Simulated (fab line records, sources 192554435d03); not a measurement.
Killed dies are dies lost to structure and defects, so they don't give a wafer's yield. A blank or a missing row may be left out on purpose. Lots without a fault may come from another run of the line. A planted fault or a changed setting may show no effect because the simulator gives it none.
Chamber matching | flow n5_finfet | N5_BEOL_M10_DESCUM_33 on rie_diel-02: 4 sister chambers
The step chemistry O2, time 7.9 s. 4 wafers are shown with their chamber, then 7 later ones without.

WAFERS WITH THEIR CHAMBER
wafer  | chamber | drypump_motor_current_A (A)
L085.3 | 3       | 5.2
L087.3 | 1       | 5.0
L094.2 | 0       | 4.9
L094.3 | 2       | 6.3

WAFERS WITHOUT THEIR CHAMBER
wafer  | drypump_motor_current_A (A)
L094.5 | 5.2
L096.1 | 4.8
L096.4 | 6.4
L096.6 | 4.9
L097.2 | 5.0
L097.5 | 5.2
L097.6 | 6.3

WHICH CHAMBER EACH WENT THROUGH
wafer  | from the rows above     | in truth
L094.5 | 3                       | 3
L096.1 | can't be placed: 0 or 1 | 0
L096.4 | 2                       | 2
L096.6 | can't be placed: 0 or 1 | 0
L097.2 | can't be placed: 1 or 0 | 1
L097.5 | 3                       | 3
L097.6 | 2                       | 2
Placed correctly: 4 of 7. Can't be placed from these rows: 3 (the true chamber is among the candidates in 3). Placed wrongly: 0.
How it was worked out, from the rows above alone: a wafer's distance from a chamber is the root of the sum, over the readings, of the square of ((its reading less the chamber's mean) divided by the reading's scatter). The wafer belongs to the nearest chamber; if the next one is less than 2 further off, it can't be placed. A chamber's mean is the mean of its shown wafers. The scatter: with one shown wafer a chamber, the root of the mean of the squares of how far each hidden wafer lies from its nearest shown one.
